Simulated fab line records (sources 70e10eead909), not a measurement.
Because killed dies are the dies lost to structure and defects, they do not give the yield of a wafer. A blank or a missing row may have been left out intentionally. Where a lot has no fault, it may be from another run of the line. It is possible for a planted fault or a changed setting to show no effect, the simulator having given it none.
Code-filled problem report in 8D (eight disciplines) form    flow nandHarc    the parts of the form that need people (team, actions taken, sign-off) are left out

== 1. PROBLEM STATEMENT ==
Mean of killedAtPeriphery at NHARC_END_SORT_01: 76.3 across 6 wafers in 2 lots; on wafers with no fault it is 3.8 (standard deviation 2.8). Relative to the usual mean, that is a shift of +26 standard deviations.
Seen first at day 29 21:49 on prober-01, wafer L542.3. The record holds 6 wafers of 2 lots with a number at this step. The rule behind "out" and "out of limits": a value lying over 4 standard deviations away from the usual mean. The other wafers with a number count as sound.

== 2. WHAT IT IS AND WHAT IT IS NOT ==
question                     is                      is not
which readings at this step  killedAtPeriphery       killedAtArray, killedAtOther, killedOpen, killedShort
which lots                   L542, L543              -
which wafers of those lots   all that have a number  -
read on which gauges         prober-01               -
when                         from day 29 21:49       up to then (0 sound wafers)

== 3. WHAT RULES OUT EACH SUSPECT ==
Counting: a tool stays on the suspect list if, at a process step up to the reading, it processed all lots that are out and no sound lot following the first of them.
- the gauge at NHARC_END_SORT_01: kept. All the wafers that are out were read on prober-01, and no step on other tools shows them out.
- wetBench-10 at NHARC_P_M2_STRIP_19 (strips in post etch residue remover, time 600 s): kept. It ran every lot that is out, first L542 (day 11 12:23), and no sound lot after that.
- pvdSputter-02 at NHARC_THIN_TSV_PRE_CLEAN_50 (time 30 s): kept. It ran every lot that is out, first L542 (day 29 21:49), and no sound lot after that. Because NHARC_THIN_TSV_PRE_CLEAN_50 lacks a start for some lots, the hours and order of its lots are taken from NHARC_END_SORT_01.
After the count, these remain: wetBench-10 at NHARC_P_M2_STRIP_19, pvdSputter-02 at NHARC_THIN_TSV_PRE_CLEAN_50 and prober-01 at NHARC_END_SORT_01.

== 4. THE CAUSE (what the simulator had put in) ==
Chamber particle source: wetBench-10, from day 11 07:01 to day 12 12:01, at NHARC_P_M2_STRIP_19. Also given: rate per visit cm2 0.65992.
This tool is one of the 3 suspects left after counting.

== 5. THE CHAIN OF EFFECTS, in route order ==
Each row: a reading where the mean over the struck wafers with a number is more than 3 standard deviations away from the usual. Scope: only readings with a usual standard deviation given in the record; hours: median across lots of the time from each lot's start at the first step in this table that gives one to its start at this step; sigmas: change in usual standard deviations.
hours  step               reading            usual  on struck wafers  change  sigmas
0      NHARC_END_SORT_01  killedAtPeriphery  3.8    76.3              +72.5   +26

== 6. WHAT WOULD HAVE CAUGHT IT SOONER ==
447 hours passed between the start of the fault at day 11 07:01 and the first reading out of limits at a measuring or inspecting step in this record, taken at day 29 21:49.
By day 29 21:49, every lot that is out (2) had started NHARC_P_M2_STRIP_19 on wetBench-10. A hold on the tool at that time would have spared none of them.
